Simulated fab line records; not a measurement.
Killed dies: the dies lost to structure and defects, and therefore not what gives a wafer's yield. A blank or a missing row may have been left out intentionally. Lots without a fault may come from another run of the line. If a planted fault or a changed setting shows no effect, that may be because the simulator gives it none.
Comparing a struck lot with a sound one / flow n5-finfet / 29 steps out of a route of 1938
Sound: wafers L946.2, L946.3, L946.5. Struck: wafer L960.5 (left out: L960.4, a lot-mate that was not struck); the cause follows at the end.
For every step that has rows: the tool of each side, followed by ch and its chambers, followed by its first start. Under that, the readings that differ: sound wafers / struck wafers / difference of the means / sigmas: that difference in standard deviations of wafers without a fault.
alike: a reading whose means differ by less than 2 such deviations, as well as words and numbers matching on both sides. not compared: withheld readings; readings where some wafer has no value; bounds like >300 that might hide an equal value; numbers whose values overlap and for which the record gives no deviation.
The two part at a step that has a row with sigmas, a row that says differs or no value, or rows on one side only. Non-overlapping numbers with no deviation appear without sigmas and do not part them. A reading missing from all wafers of one side parts the sides only when that side holds two or more wafers.

first, 9 steps without rows for these wafers: N5_BEOL_M15_COAT_22 (resist thk 800 nm); N5_BEOL_M15_EBR_24; N5_BEOL_M15_SOFTBAKE_23 (time 60 s); N5_BEOL_M15_EXPOSE_25 (exposes mask M15, target cd 400 nm); N5_BEOL_M15_PEB_26 (peb time 90 s); N5_BEOL_M15_DEVELOP_27 (develop time 45 s); N5_BEOL_M15_HARDBAKE_32 (time 120 s); N5_BEOL_M15_DESCUM_33 (chemistry O2, time 7.9 s); N5_BEOL_M15_ETCH_61 (etches BARC in N2/H2, target depth 89 nm, overetch 26.7 nm, time 67.9 s).
N5_BEOL_M15_TRENCH_ETCH_34: etches SiO2 in C4F8/O2/Ar, target depth 872.93 nm, time 199 s.
  sound on rie-diel-04 ch 0,2, day 12 09:52; struck on rie-diel-04 ch 2, day 15 21:13
reading=model.etch.depth-nm (nm); sound=869.2 895.1 865.1; struck=631.7; difference=-244.8; sigmas=
reading=model.coat_of_BEOL_M15_COAT_22.thk-nm (nm); sound=547 538 545.4; struck=589.4; difference=+45.9; sigmas=
  alike: drypump-motor-current-A, he-outer-torr, mfc-ar-sccm, oes_ar_750_au, oes_o_777_au, oes-product-au, rf-vpp-V, showerhead-plenum-p-Torr, throttle-valve-pct
  not compared: rf-hours-counter-h
then, 13 steps without rows for these wafers: N5_BEOL_M15_STRIP_36 (strips in O2); N5_BEOL_M15_STRIP_62 (strips in O2); N5_BEOL_M15_STRIP_37 (strips in O2); N5_BEOL_M15_ETCH_38 (etches SiCN in CF4/N2, target depth 106.4 nm, time 120.5 s); N5_BEOL_M15_PRECLEAN_39 (cleans in residue remover, time 60 s); N5_BEOL_M15_SRD_40 (time 30 s, dry time 30 s); N5_BEOL_M15_DEGAS_41 (time 60 s); N5_BEOL_M15_PRE_CLEAN_42 (time 30 s); N5_BEOL_M15_SPUTTER_43 (material TaN, target thk 15 nm, time 24.19 s); N5_BEOL_M15_SPUTTER_44 (material Ta, target thk 15 nm, time 24.19 s); N5_BEOL_M15_SPUTTER_45 (material Cu, target thk 100 nm, time 16.67 s); N5_BEOL_M15_ECD_47 (material Cu, target thk 1860 nm); N5_BEOL_M15_ANNEAL_48 (time 90 s).
N5_BEOL_M15_CMP_49: polishes, stops on SiO2, t overpolish 4.9 s, target thk 850 nm.
  sound on cmp-03 ch 0,1, day 12 14:10; struck on cmp-02 ch 3, day 15 23:28
reading=model.Cu_of_BEOL_M15_ECD_47.thk-nm (nm); sound=846 872.2 842.8; struck=610; difference=-244; sigmas=
  alike: motor-current-A, platen-rpm, slurry-flow-ml-min
N5_BEOL_M15_THK_MEAS_50: measures by xrf.
  sound on film-metro-02 at day 12 14:27; struck on film-metro-01 at day 15 23:38
reading=M15_THK (nm); sound=852 880 851; struck=615; difference=-246; sigmas=-12
then, 2 steps without rows for these wafers: N5_BEOL_M15_PRE_CLEAN_52 (time 15 s); N5_BEOL_M15_DEP_53 (deposits SiCN from 3MS/NH3, target thk 50 nm, time 17.8 s).
N5_BEOL_M15_RS_MEAS_54: a four-point-probe measurement.
  sound on film-metro-01 at day 12 14:35; struck on film-metro-01 at day 15 23:46
reading=M15_RS (ohm/sq); sound=0.0217 0.0210 0.0218; struck=0.0302; difference=+0.0087; sigmas=+16
N5_PASSIVATION_PROBE_49:
  the record has rows for the struck wafers here (prober-02, day 16 17:42) and none for the sound ones

WHERE THEY PART
At N5_BEOL_M15_THK_MEAS_50 first; at N5_PASSIVATION_PROBE_49 last (within this record only).

WHY: the cause the simulator had injected
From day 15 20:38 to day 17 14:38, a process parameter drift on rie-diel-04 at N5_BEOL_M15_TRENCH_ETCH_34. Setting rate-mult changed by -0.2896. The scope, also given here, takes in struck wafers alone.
